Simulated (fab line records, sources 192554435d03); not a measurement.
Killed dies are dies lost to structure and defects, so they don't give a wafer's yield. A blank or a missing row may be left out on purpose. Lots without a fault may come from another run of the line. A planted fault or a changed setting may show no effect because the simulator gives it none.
fab line records | flow n5_finfet
record lots=10 wafers=30 last_day=17
route steps=1938 shown FIN_SAQP@94 BEOL_M4@1111 PASSIVATION@1936
lots that met no fault: from a run of the same line without faults
start_h: hours from the record's first day to the start of the lot's first wafer shown | wait_h: hours since the lot's step before | " the same as in the row above | L1.1+2: a row that stands for several wafers | - no value, or no start given | * or withheld: withheld | < > ~ a bound
route shown NAME@n: a module of which the file shows steps, and the number in the route of the first | usual: mean/standard deviation of fault-free wafers | same: alike in all rows | chamber/n: place in a boat | sites: the reading at each site | _std_site: their standard deviation | _edge_site: outer sites' mean less inner sites' | radius_mm: how far each site lies from the wafer's centre | mask NAME#n: copy n | behind: the tool/chamber that last shaped the wafer | hold: why the lot was held/for how many hours/how that ended | device: the transistor (n, p or np) that didn't switch | end of line: the same wafers' tests at the end of the route | a step without rows: its recipe alone | killed: dies lost to structure and defects at the first sort, not the wafer's yield | map: a wafer's dies, x killed, . not, _ none there
set.NAME: the setting as run; set.NAME@STEP: as run at that earlier step | model.NAME: the simulator's own value behind a step, which no gauge read
steps of the route over a sample of lots; a table a step, a row a wafer
services: from which hour (start_h, from the record's first day; less than 0 if before it) a tool's chamber was out of use, for how many hours, and why
## steps
# step N5_FIN_SAQP_ALD_61
# recipe material=SiO2 target_thk_a=40 temp_c=300 ald_precursor_family=BDEAS ald_co_reactant=O2-plasma pulse_time_s=1 purge_time_s=2 co_reactant_purge_time_s=2 ald_cycles=43 pressure_torr=2
# usual heater_power_w=459/41 precursor_pulse_height_rel=1.000/0.021
# columns lot.wafer tool chamber start_h wait_h heater_power_w precursor_pulse_height_rel
L184.1 ald_sin-01 3 32.39 0.1 534 1.010
L184.3 " 0 " " 493 0.986
L184.4 " 2 " " 408 1.001
L185.1 ald_sin-03 2 38.77 0.1 433 1.015
L185.4 " 2 " " 417 0.980
L185.6 " 3 " " 413 0.961
L186.1 ald_sin-04 2 44.46 0.0 485 1.018
L186.3 " 3 " " 471 1.019
L186.6 " 1 " " 465 0.975
L191.1 ald_sin-04 3 74.46 0.0 477 0.979
L191.2 " 0 " " 413 1.009
L191.4 " 2 " " 496 0.994
L192.1 ald_sin-04 2 80.21 0.0 492 0.976
L192.3 " 0 " " 408 0.963
L192.6 " 0 " " 400 0.977
L199.2 ald_sin-01 1 122.32 0.0 460 1.032
L199.3 " 0 " " 498 0.988
L199.4 " 2 " " 421 0.999
L201.2 ald_sin-04 0 134.37 0.0 390 1.024
L201.4 " 3 " " 454 0.993
L201.6 " 0 " " 387 0.984
L202.2 ald_sin-03 3 140.69 0.0 430 0.988
L202.5 " 2 " " 435 0.999
L202.6 " 3 " " 438 0.989
L203.1 ald_sin-04 0 146.63 0.1 387 0.981
L203.3 " 1 " " 456 1.027
L203.4 " 3 " " 464 1.032
L204.1 ald_sin-03 1 152.58 0.0 466 1.000
L204.2 " 0 " " 526 0.997
L204.3 " 2 " " 417 0.987
# step N5_FIN_SAQP_THK_MEAS_05
# usual thk_nm=37.9/0.48
# columns lot.wafer tool chamber start_h wait_h thk_nm
L184.1 film_metro-02 - 32.89 0.1 37.8
L184.3 " - " " 37.9
L184.4 " - " " 38.2
L185.1 film_metro-01 - 39.37 0.1 37.0
L185.4 " - " " 38.1
L185.6 " - " " 37.7
L186.1 film_metro-01 - 45.35 0.1 37.6
L186.3 " - " " 37.7
L186.6 " - " " 38.6
L191.1 film_metro-02 - 74.96 0.1 38.0
L191.2 " - " " 38.3
L191.4 " - " " 38.5
L192.1 film_metro-01 - 80.86 0.1 37.3
L192.3 " - " " 38.3
L192.6 " - " " 38.2
L199.2 film_metro-02 - 122.83 0.1 37.2
L199.3 " - " " 37.4
L199.4 " - " " 37.9
L201.2 film_metro-02 - 134.87 0.1 37.6
L201.4 " - " " 37.9
L201.6 " - " " 38.0
L202.2 film_metro-01 - 141.20 0.1 38.4
L202.5 " - " " 37.9
L202.6 " - " " 38.2
L203.1 film_metro-02 - 147.15 0.1 38.0
L203.3 " - " " 37.5
L203.4 " - " " 39.0
L204.1 film_metro-02 - 153.22 0.1 37.0
L204.2 " - " " 37.6
L204.3 " - " " 37.8
# step N5_FIN_SAQP_INSPECT_18
# recipe mode=adi inspect_instrument=brightfield
# usual raw_defect_count=421/110
# columns lot.wafer tool chamber start_h wait_h raw_defect_count
L184.1 defect_inspect-01 - 33.74 0.0 269
L184.3 " - " " 487
L184.4 " - " " 362
L185.1 defect_inspect-01 - 40.05 0.0 243
L185.4 " - " " 285
L185.6 " - " " 281
L186.1 defect_inspect-02 - 46.10 0.0 456
L186.3 " - " " 335
L186.6 " - " " 366
L191.1 defect_inspect-02 - 75.79 0.0 467
L191.2 " - " " 426
L191.4 " - " " 760
L192.1 defect_inspect-02 - 81.61 0.0 509
L192.3 " - " " 329
L192.6 " - " " 487
L199.2 defect_inspect-01 - 123.61 0.0 291
L199.3 " - " " 358
L199.4 " - " " 319
L201.2 defect_inspect-02 - 135.50 0.0 381
L201.4 " - " " 271
L201.6 " - " " 399
L202.2 defect_inspect-01 - 141.95 0.0 436
L202.5 " - " " 585
L202.6 " - " " 352
L203.1 defect_inspect-02 - 147.78 0.0 361
L203.3 " - " " 417
L203.4 " - " " 317
L204.1 defect_inspect-02 - 153.98 0.0 370
L204.2 " - " " 413
L204.3 " - " " 492
# step N5_FIN_SAQP_ETCH_51
# recipe chemistry=CF4 target=SiARC target_depth_a=455 mask_material=CAR-ArF time_s=75.8 ion_energy_ev=80 pressure_mtorr=40 source_w=545 bias_w=36 Ar_flow_sccm=100 cf4_flow_sccm=100 ends=cleared
# usual drypump_motor_current_A=5.6/0.44 etch_rf_on_time_s=75.3/1.3 oes_product_au=0.67/0.054 rf_vpp_V=184.5/1 showerhead_plenum_p_Torr=2.17/0.057 throttle_valve_pct=15.53/0.16
# columns lot.wafer tool chamber start_h wait_h drypump_motor_current_A etch_rf_on_time_s oes_product_au rf_hours_counter_h rf_vpp_V showerhead_plenum_p_Torr throttle_valve_pct
L184.1 rie_diel-04 3 33.81 0.0 5.9 76.1 0.65 155 185.2 2.22 15.52
L184.3 " 1 " " 6.0 76.8 0.57 248 185.5 2.19 16.06
L184.4 " 0 " " 6.1 76.2 0.69 116 184.6 2.15 15.75
L185.1 rie_diel-04 3 40.14 0.0 5.9 74.1 0.66 157 185.2 2.22 15.54
L185.4 " 2 " " 6.1 73.8 0.63 - 183.2 2.13 15.47
L185.6 " 3 " " 5.9 74.5 0.65 - 183.9 2.22 15.51
L186.1 rie_diel-03 2 46.27 0.0 5.2 72.6 0.70 122 185.5 2.15 15.40
L186.3 " 0 " " 5.3 75.1 0.73 59 186.9 2.25 15.25
L186.6 " 1 " " 5.3 76.4 0.69 - 184.7 2.16 15.30
L191.1 rie_diel-04 3 75.85 0.0 5.9 76.6 0.63 171 184.6 2.21 15.57
L191.2 " 0 " " 6.1 76.8 0.66 133 183.4 2.14 15.79
L191.4 " 2 " " 6.1 75.5 0.61 201 182.4 2.12 15.50
L192.1 rie_diel-04 3 81.71 0.0 6.0 75.4 0.64 173 186.4 2.21 15.54
L192.3 " 0 " " 6.0 76.5 0.66 135 183.0 2.14 15.79
L192.6 " 2 " " 6.1 75.0 0.62 - 183.8 2.12 15.51
L199.2 rie_diel-03 0 123.68 0.0 5.3 75.3 0.70 86 184.5 2.24 15.31
L199.3 " 1 " " 5.4 76.8 0.67 121 183.8 2.15 15.33
L199.4 " 3 " " 5.9 75.1 0.59 231 185.3 2.21 15.71
L201.2 rie_diel-03 2 135.64 0.0 5.2 96.1 0.59 152 183.8 2.14 15.47
L201.4 " 1 " " 5.4 99.6 0.58 125 184.2 2.15 15.36
L201.6 " 0 " " 5.3 76.5 0.70 - 185.5 2.24 15.31
L202.2 rie_diel-03 3 142.17 0.0 5.9 96.0 0.51 238 184.1 2.21 15.73
L202.5 " 1 " " 5.3 77.4 0.66 - 183.1 2.15 15.36
L202.6 " 2 " " 5.2 74.2 0.68 - 184.3 2.14 15.49
L203.1 rie_diel-01 1 147.85 0.0 5.1 73.2 0.62 226 184.0 2.20 15.62
L203.3 " 3 " " 6.2 74.0 0.74 32 185.4 2.28 15.44
L203.4 " 0 " " 5.8 76.1 0.65 148 184.3 2.14 15.48
L204.1 rie_diel-01 1 154.05 0.0 5.1 72.6 0.61 229 184.9 2.20 15.63
L204.2 " 3 " " 6.1 73.6 0.73 34 186.1 2.28 15.45
L204.3 " 0 " " 5.8 75.9 0.65 151 184.7 2.14 15.48
# step N5_BEOL_M4_RC_MEAS_101
# usual DIBL_N=36.2/1.7 DIBL_P=36.2/2.2 IOFF_N=0.16/0.035 IOFF_P=0.21/0.042 ION_N=673/13 ION_P=462/7.9 SS_N=71.4/0.59 SS_P=73.2/0.7 VT_N=250/3.6 VT_P=-251/3.5
# columns lot.wafer tool chamber start_h wait_h DIBL_N[mV/V] DIBL_P[mV/V] IOFF_N[nA/um] IOFF_P[nA/um] ION_N[uA/um] ION_P[uA/um] SS_N[mV/dec] SS_P[mV/dec] VT_N[mV] VT_P[mV]
L184.1 prober-01 0 173.48 0.0 33.7 35.2 0.14 0.21 667 469 70.5 72.9 252 -250
L184.3 " 0 " " 35.4 37.1 0.16 0.23 674 473 71.1 73.2 250 -248
L184.4 " 0 " " 35.9 37.6 0.18 0.23 682 473 71.9 74.0 248 -250
L185.1 prober-02 0 175.22 0.0 36.6 37.7 0.20 0.26 688 468 72.1 73.4 243 -246
L185.4 " 0 " " 39.1 41.7 0.27 0.34 713 482 71.7 74.9 240 -244
L185.6 " 0 " " 39.0 41.1 0.27 0.34 696 476 72.7 74.9 240 -243
L186.1 prober-02 0 178.17 0.0 35.5 34.9 0.14 0.19 667 464 70.9 73.4 251 -251
L186.3 " 0 " " 34.1 33.8 0.12 0.18 673 467 70.8 72.8 250 -254
L186.6 " 0 " " 36.4 35.9 0.17 0.21 689 467 71.2 72.6 247 -250
L191.1 prober-01 0 233.47 0.0 38.1 38.7 0.19 0.24 695 468 72.1 73.9 248 -246
L191.2 " 0 " " 37.1 37.4 0.17 0.22 678 464 72.0 73.7 250 -250
L191.4 " 0 " " 38.6 39.1 0.19 0.25 681 466 72.6 74.6 245 -246
L192.1 prober-01 0 237.61 0.0 36.3 36.0 0.15 0.20 673 459 71.0 73.7 253 -253
L192.3 " 0 " " 38.6 38.3 0.20 0.24 670 456 71.4 74.2 248 -251
L192.6 " 0 " " 37.6 36.5 0.17 0.21 671 462 72.3 73.1 248 -250
L199.2 prober-02 0 277.09 0.2 36.2 35.5 0.16 0.21 670 465 71.2 73.1 251 -249
L199.3 " 0 " " 35.4 35.1 0.16 0.21 677 468 71.6 73.0 249 -249
L199.4 " 0 " " 36.9 37.5 0.17 0.24 676 462 72.2 73.1 249 -249
L202.2 prober-02 0 284.14 0.2 36.3 37.8 0.16 0.21 675 458 70.9 73.4 251 -251
L202.5 " 0 " " 35.5 35.8 0.14 0.19 671 461 70.7 73.3 252 -251
L202.6 " 0 " " 34.4 34.4 0.12 0.16 667 454 71.0 73.1 253 -254
L201.2 prober-01 0 287.95 0.2 35.2 34.0 0.13 0.18 668 460 71.4 72.7 250 -253
L201.4 " 0 " " 37.4 36.2 0.18 0.22 685 467 71.3 72.8 245 -251
L201.6 " 0 " " 36.4 34.2 0.15 0.19 661 455 70.8 73.1 249 -252
L203.1 prober-01 0 302.20 0.0 37.8 37.2 0.16 0.25 669 459 71.8 73.6 247 -247
L203.3 " 0 " " 36.2 34.0 0.12 0.19 673 462 71.5 72.6 255 -251
L203.4 " 0 " " 37.1 34.9 0.15 0.21 675 470 70.9 72.3 249 -249
L204.1 prober-02 0 303.62 0.0 37.0 36.1 0.16 0.21 668 459 71.3 72.9 251 -250
L204.2 " 0 " " 34.4 33.8 0.12 0.17 666 457 71.0 71.9 255 -253
L204.3 " 0 " " 37.7 37.8 0.18 0.24 678 459 71.8 73.3 247 -249
# step N5_PASSIVATION_PROBE_49
# usual defect_limited_yield=91.4/1.4 killed_at_M0_to_M3=31/10 killed_at_M4_up=14/5.6 killed_at_contacts=13/6.3 killed_at_front_end=39/10 killed_at_other=4/3.1 killed_dies=101/16 killed_on_rim=13/3.9 killed_open=65/13 killed_short=34/7.2 sort_bin_5_function=5.1/0.88 sort_bin_6_memory=3.2/0.66 sort_n_pass=1079/16 sort_yield_pct=91.4/1.4
# same gross_dies=1180 killed_at_back_side=0 sort_bin_4_leakage[%]=0 sort_bin_8_speed[%]=0
# columns lot.wafer tool chamber start_h wait_h defect_limited_yield[%] killed_at_M0_to_M3 killed_at_M4_up killed_at_contacts killed_at_front_end killed_at_other killed_dies killed_on_rim killed_open killed_short sort_bin_5_function[%] sort_bin_6_memory[%] sort_n_pass sort_yield_pct[%]
L184.1 prober-02 - 279.56 0.0 89.7 32 10 19 55 5 121 13 74 45 5.7 4.2 1059 89.7
L184.3 prober-02 - 279.66 0.1 91.7 35 21 19 21 2 98 17 69 27 4.9 3.2 1082 91.7
L184.4 prober-02 - 279.71 0.2 90.9 34 9 19 39 6 107 15 74 33 5.8 3.0 1073 90.9
L185.1 prober-01 - 284.85 0.0 89.1 17 19 5 83 5 129 21 80 42 5.7 4.2 1051 89.1
L185.4 prober-01 - 285.00 0.2 86.8 47 22 27 56 4 156 10 113 42 7.9 4.7 1024 86.8
L185.6 prober-01 - 285.10 0.3 91.5 17 16 18 46 3 100 16 69 28 4.6 3.3 1080 91.5
L186.1 prober-02 - 286.84 0.0 90.8 44 16 5 34 10 109 19 74 35 6.5 2.6 1071 90.8
L186.3 prober-02 - 286.94 0.1 90.3 43 32 12 22 5 114 19 80 32 5.8 3.6 1066 90.3
L186.6 prober-02 - 287.09 0.3 91.8 32 20 12 28 5 97 11 62 35 4.7 3.2 1083 91.8
L191.1 prober-02 - 332.68 0.1 90.6 58 4 8 38 3 111 17 66 44 5.3 3.7 1069 90.6
L191.2 prober-02 - 332.73 0.1 92.7 34 9 5 37 1 86 9 50 34 4.1 2.9 1094 92.7
L191.4 prober-02 - 332.83 0.2 93.1 33 10 12 24 2 81 15 46 34 4.2 2.5 1099 93.1
L192.1 prober-01 - 344.96 0.0 92.5 33 14 16 24 2 89 10 61 28 3.9 3.2 1091 92.5
L192.3 prober-01 - 345.06 0.1 93.0 21 17 8 36 1 83 5 65 18 4.3 2.6 1097 93.0
L192.6 prober-01 - 345.21 0.3 92.8 28 20 11 26 0 85 14 57 28 4.7 2.3 1095 92.8
L199.2 prober-02 - 388.07 0.1 90.3 36 8 14 44 13 115 11 80 35 5.6 3.8 1065 90.3
L199.4 prober-02 - 388.17 0.2 89.5 35 12 27 45 5 124 15 80 43 6.2 3.8 1056 89.5
L201.2 prober-01 - 388.35 0.1 91.2 26 12 7 57 2 104 9 71 33 5.1 3.5 1076 91.2
L201.4 prober-01 - 388.45 0.2 92.2 34 14 12 29 3 92 9 55 36 4.9 2.5 1088 92.2
L201.6 prober-01 - 388.55 0.3 93.0 20 22 13 28 0 83 10 54 29 4.7 2.1 1097 93.0
L202.2 prober-01 - 391.34 0.1 92.2 33 13 7 36 3 92 11 52 38 4.7 2.8 1088 92.2
L202.5 prober-01 - 391.49 0.2 91.8 40 17 8 30 2 97 12 58 37 4.7 3.0 1083 91.8
L202.6 prober-01 - 391.54 0.3 92.4 36 7 5 41 1 90 12 56 32 4.9 2.3 1090 92.4
L203.1 prober-02 - 405.17 0.0 92.3 29 13 19 29 1 91 10 47 42 4.7 2.9 1089 92.3
L203.3 prober-02 - 405.27 0.1 92.3 28 12 10 36 5 91 15 56 30 4.2 2.6 1089 92.3
L203.4 prober-02 - 405.32 0.2 91.0 31 20 8 41 6 106 11 64 39 5.8 2.7 1074 91.0
L204.1 prober-01 - 412.57 0.0 93.1 10 11 11 46 4 82 11 54 25 4.1 2.6 1098 93.1
L204.2 prober-01 - 412.62 0.1 91.8 18 13 24 35 7 97 8 68 27 5.2 2.9 1083 91.8
L204.3 prober-01 - 412.67 0.1 89.2 21 23 21 54 8 127 5 89 37 5.8 4.8 1053 89.2
# killed by level:class
L184.1 STI_FIN_REVEAL:geometric_particle:open=14 MOL_CONTACT_COAG:geometric_particle:open=11 BEOL_M0_SAQP:geometric_particle:short=9 FIN_SAQP:geometric_particle:open=8 BEOL_M0_SAQP:geometric_particle:open=8 MOL_CONTACT_COAG:geometric_particle:short=7 FIN_SAQP:geometric_particle:short=6 STI_FIN_REVEAL:geometric_particle:short=5
L184.3 MOL_CONTACT_COAG:geometric_particle:open=15 BEOL_M4:geometric_particle:open=15 BEOL_M0_SAQP:geometric_particle:short=7 BEOL_M0_SAQP:geometric_particle:open=7 BEOL_M2:geometric_particle:open=6 FIN_SAQP:geometric_particle:open=5 FIN_SAQP:geometric_particle:short=5 BEOL_M3:geometric_particle:open=5
L184.4 MOL_CONTACT_COAG:geometric_particle:open=16 BEOL_M2:geometric_particle:open=13 FIN_SAQP:geometric_particle:open=10 FIN_SAQP:geometric_particle:short=9 BEOL_M0_SAQP:geometric_particle:short=9 STI_FIN_REVEAL:geometric_particle:open=6 DUMMY_GATE:geometric_particle:open=3 GATE_CUT:geometric_particle:open=3
L185.1 FIN_SAQP:geometric_particle:open=27 STI_FIN_REVEAL:geometric_particle:open=21 FIN_SAQP:geometric_particle:short=15 BEOL_M0_SAQP:geometric_particle:short=7 BEOL_M4:geometric_particle:open=7 BEOL_M4:geometric_particle:short=4 HKMG_FIN:area_etch=4 MOL_CONTACT_COAG:geometric_particle:open=3
L185.4 STI_FIN_REVEAL:geometric_particle:open=34 MOL_CONTACT_COAG:geometric_particle:open=19 BEOL_M1:geometric_particle:open=10 MOL_CONTACT_COAG:geometric_particle:short=8 BEOL_M0_SAQP:geometric_particle:open=7 BEOL_M1:geometric_particle:short=7 FIN_SAQP:geometric_particle:open=6 STI_FIN_REVEAL:geometric_particle:short=6
L185.6 FIN_SAQP:geometric_particle:open=13 MOL_CONTACT_COAG:geometric_particle:open=13 STI_FIN_REVEAL:geometric_particle:open=10 BEOL_M3:geometric_particle:open=8 MOL_CONTACT_COAG:geometric_particle:short=5 GATE_CUT:geometric_particle:short=4 BEOL_M4:geometric_particle:open=4 FIN_SAQP:geometric_particle:short=3
L186.1 BEOL_M3:geometric_particle:open=10 BEOL_M2:geometric_particle:open=9 DUMMY_GATE:geometric_particle:open=9 BEOL_M0_SAQP:geometric_particle:short=8 BEOL_M0_SAQP:geometric_particle:open=8 BEOL_M4:geometric_particle:short=6 BEOL_M1:geometric_particle:open=6 FIN_SAQP:geometric_particle:open=5
L186.3 BEOL_M4:geometric_particle:open=21 BEOL_M2:geometric_particle:open=14 BEOL_M0_SAQP:geometric_particle:short=10 MOL_CONTACT_COAG:geometric_particle:open=9 BEOL_M3:geometric_particle:open=7 STI_FIN_REVEAL:geometric_particle:open=5 STARTING-WAFER:geometric_particle:open=4 FIN_SAQP:geometric_particle:short=3
L186.6 BEOL_M4:geometric_particle:open=14 MOL_CONTACT_COAG:geometric_particle:open=7 BEOL_M0_SAQP:geometric_particle:short=7 STI_FIN_REVEAL:geometric_particle:open=6 BEOL_M0_SAQP:geometric_particle:open=6 MOL_CONTACT_COAG:geometric_particle:short=5 BEOL_M3:geometric_particle:open=5 BEOL_M3:geometric_particle:short=4
L191.1 BEOL_M0_SAQP:geometric_particle:short=26 BEOL_M0_SAQP:geometric_particle:open=22 FIN_SAQP:geometric_particle:short=7 FIN_SAQP:geometric_particle:open=7 MOL_CONTACT_COAG:geometric_particle:open=7 STI_FIN_REVEAL:geometric_particle:open=6 DUMMY_GATE:geometric_particle:open=6 DUMMY_GATE:geometric_particle:short=3
L191.2 BEOL_M0_SAQP:geometric_particle:short=13 BEOL_M0_SAQP:geometric_particle:open=10 FIN_SAQP:geometric_particle:open=8 DUMMY_GATE:geometric_particle:open=8 FIN_SAQP:geometric_particle:short=7 MOL_CONTACT_COAG:geometric_particle:open=5 BEOL_M3:geometric_particle:open=5 BEOL_M1:geometric_particle:open=4
L191.4 BEOL_M0_SAQP:geometric_particle:short=13 MOL_CONTACT_COAG:geometric_particle:open=9 BEOL_M2:geometric_particle:open=7 FIN_SAQP:geometric_particle:short=4 DUMMY_GATE:geometric_particle:open=4 BEOL_M0_SAQP:geometric_particle:open=4 GATE_CUT:geometric_particle:short=3 MOL_CONTACT_COAG:geometric_particle:short=3
L192.1 MOL_CONTACT_COAG:geometric_particle:open=13 BEOL_M3:geometric_particle:open=7 FIN_SAQP:geometric_particle:open=6 BEOL_M4:geometric_particle:open=6 BEOL_M1:geometric_particle:open=6 BEOL_M2:geometric_particle:open=5 STI_FIN_REVEAL:geometric_particle:open=4 BEOL_M0_SAQP:geometric_particle:open=4
L192.3 STI_FIN_REVEAL:geometric_particle:open=14 MOL_CONTACT_COAG:geometric_particle:open=8 BEOL_M2:geometric_particle:open=7 BEOL_M4:geometric_particle:open=7 FIN_SAQP:geometric_particle:open=5 BEOL_M0_SAQP:geometric_particle:open=4 STARTING-WAFER:geometric_particle:open=4 FIN_SAQP:geometric_particle:short=3
L192.6 BEOL_M4:geometric_particle:open=11 MOL_CONTACT_COAG:geometric_particle:open=8 BEOL_M0_SAQP:geometric_particle:short=8 STI_FIN_REVEAL:geometric_particle:open=7 DUMMY_GATE:geometric_particle:open=4 BEOL_M0_SAQP:geometric_particle:open=4 BEOL_M1:geometric_particle:open=4 BEOL_M3:geometric_particle:open=4
L199.2 MOL_CONTACT_COAG:geometric_particle:open=13 FIN_SAQP:geometric_particle:short=11 FIN_SAQP:geometric_particle:open=11 BEOL_M3:geometric_particle:open=8 STI_FIN_REVEAL:geometric_particle:open=8 BEOL_M0_SAQP:geometric_particle:short=7 BEOL_M2:geometric_particle:open=6 BEOL_M1:geometric_particle:open=5
L199.4 MOL_CONTACT_COAG:geometric_particle:open=24 FIN_SAQP:geometric_particle:open=9 FIN_SAQP:geometric_particle:short=9 STI_FIN_REVEAL:geometric_particle:open=9 BEOL_M1:geometric_particle:open=7 STI_FIN_REVEAL:geometric_particle:short=5 BEOL_M0_SAQP:geometric_particle:short=5 BEOL_M3:geometric_particle:open=5
L201.2 FIN_SAQP:geometric_particle:open=16 BEOL_M0_SAQP:geometric_particle:open=14 FIN_SAQP:geometric_particle:short=8 STI_FIN_REVEAL:geometric_particle:open=8 GATE_CUT:geometric_particle:short=5 GATE_CUT:geometric_particle:open=5 BEOL_M0_SAQP:geometric_particle:short=5 BEOL_M4:geometric_particle:open=5
L201.4 BEOL_M0_SAQP:geometric_particle:short=9 MOL_CONTACT_COAG:geometric_particle:open=9 BEOL_M3:geometric_particle:open=6 FIN_SAQP:geometric_particle:open=5 GATE_CUT:geometric_particle:short=5 BEOL_M1:geometric_particle:open=5 BEOL_M2:geometric_particle:open=5 FIN_SAQP:geometric_particle:short=4
L201.6 MOL_CONTACT_COAG:geometric_particle:open=9 BEOL_M4:geometric_particle:open=7 FIN_SAQP:geometric_particle:short=6 GATE_CUT:geometric_particle:short=6 BEOL_M5:geometric_particle:open=6 BEOL_M3:geometric_particle:open=5 FIN_SAQP:geometric_particle:open=4 MOL_CONTACT_COAG:geometric_particle:short=4
L202.2 BEOL_M0_SAQP:geometric_particle:open=9 BEOL_M0_SAQP:geometric_particle:short=8 BEOL_M4:geometric_particle:open=6 FIN_SAQP:geometric_particle:short=5 STARTING-WAFER:geometric_particle:short=5 FIN_SAQP:geometric_particle:open=4 STI_FIN_REVEAL:geometric_particle:open=4 DUMMY_GATE:geometric_particle:open=4
L202.5 BEOL_M0_SAQP:geometric_particle:short=10 BEOL_M0_SAQP:geometric_particle:open=9 MOL_CONTACT_COAG:geometric_particle:open=8 FIN_SAQP:geometric_particle:short=7 BEOL_M2:geometric_particle:open=5 STI_FIN_REVEAL:geometric_particle:open=4 BEOL_M4:geometric_particle:open=4 BEOL_M3:geometric_particle:open=4
L202.6 BEOL_M0_SAQP:geometric_particle:open=12 FIN_SAQP:geometric_particle:short=11 FIN_SAQP:geometric_particle:open=9 STI_FIN_REVEAL:geometric_particle:open=7 BEOL_M1:geometric_particle:open=6 BEOL_M2:geometric_particle:open=5 BEOL_M2:geometric_particle:short=5 BEOL_M0_SAQP:geometric_particle:short=4
L203.1 MOL_CONTACT_COAG:geometric_particle:open=13 BEOL_M0_SAQP:geometric_particle:short=9 GATE_CUT:geometric_particle:short=8 BEOL_M3:geometric_particle:open=7 MOL_CONTACT_COAG:geometric_particle:short=6 DUMMY_GATE:geometric_particle:open=5 FIN_SAQP:geometric_particle:open=4 BEOL_M6:geometric_particle:open=4
L203.3 FIN_SAQP:geometric_particle:short=12 BEOL_M0_SAQP:geometric_particle:open=10 MOL_CONTACT_COAG:geometric_particle:open=9 BEOL_M4:geometric_particle:open=6 BEOL_M1:geometric_particle:open=5 HKMG_FIN:area_etch=5 BEOL_M0_SAQP:geometric_particle:short=4 DUMMY_GATE:geometric_particle:open=3
L203.4 FIN_SAQP:geometric_particle:open=8 BEOL_M3:geometric_particle:open=8 FIN_SAQP:geometric_particle:short=7 GATE_CUT:geometric_particle:short=6 MOL_CONTACT_COAG:geometric_particle:open=6 BEOL_M2:geometric_particle:open=6 STARTING-WAFER:geometric_particle:open=6 BEOL_M3:geometric_particle:short=5
L204.1 FIN_SAQP:geometric_particle:open=12 MOL_CONTACT_COAG:geometric_particle:open=11 FIN_SAQP:geometric_particle:short=10 DUMMY_GATE:geometric_particle:open=8 BEOL_M1:geometric_particle:open=7 STI_FIN_REVEAL:geometric_particle:open=3 GATE_CUT:geometric_particle:short=3 BEOL_M8:geometric_particle:open=3
L204.2 MOL_CONTACT_COAG:geometric_particle:open=21 STI_FIN_REVEAL:geometric_particle:open=9 BEOL_M1:geometric_particle:open=7 FIN_SAQP:geometric_particle:short=6 FIN_SAQP:geometric_particle:open=5 GATE_CUT:geometric_particle:short=4 BEOL_M4:geometric_particle:short=4 DUMMY_GATE:geometric_particle:open=3
L204.3 STI_FIN_REVEAL:geometric_particle:open=20 MOL_CONTACT_COAG:geometric_particle:open=17 FIN_SAQP:geometric_particle:open=14 FIN_SAQP:geometric_particle:short=10 BEOL_M4:geometric_particle:open=7 BEOL_M1:geometric_particle:open=5 BEOL_M5:geometric_particle:open=5 BEOL_M4:geometric_particle:short=4
## services
# columns tool chamber start_h hours kind
rie_diel-01 - 10.29 2.8 pm
rie_diel-03 2 11.22 15.4 repair
ald_sin-03 0 27.55 14.9 repair
ald_sin-03 1 37.18 3.1 repair
rie_diel-04 1 39.38 - clean
rie_diel-04 1 39.38 - consumable_replace:focus_ring
rie_diel-04 1 39.38 14.2 scheduled_down
rie_diel-04 1 39.38 14.2 vent_cycle
rie_diel-01 3 43.78 - clean
rie_diel-01 3 43.78 - consumable_replace:focus_ring
ald_sin-01 2 47.12 3.7 repair
rie_diel-01 0 51.63 3.6 repair
ald_sin-03 0 72.19 9.3 repair
ald_sin-04 - 85.25 14.0 pm
ald_sin-04 0 85.25 14.0 vent_cycle
ald_sin-04 1 85.25 14.5 vent_cycle
ald_sin-04 2 85.25 14.0 vent_cycle
ald_sin-04 3 85.25 14.0 vent_cycle
ald_sin-04 0 99.25 - clean
ald_sin-04 2 99.25 - clean
ald_sin-04 3 99.25 - clean
rie_diel-01 0 112.49 8.4 repair
rie_diel-03 - 150.21 4.3 pm
ald_sin-04 2 153.16 4.9 repair
## key
first_sign step=N5_FIN_SAQP_ETCH_51 reading=etch_rf_on_time_s direction=up sigmas=17 usual=* struck=*
effect none on later readings
met_at N5_FIN_SAQP_ETCH_51
struck_lots L201,L202
struck_wafers L201.2,L201.4,L202.2
not_acting_at N5_FIN_SAQP_ALD_61,N5_FIN_SAQP_THK_MEAS_05,N5_FIN_SAQP_INSPECT_18
onset_between 123.68 135.64
fault kind=process_parameter_drift tool=rie_diel-03 chamber=- onset_h=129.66 steps=N5_FIN_SAQP_ETCH_51 channel=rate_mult offset=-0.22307 shape=step end_h=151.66 scope=struck_wafers_only
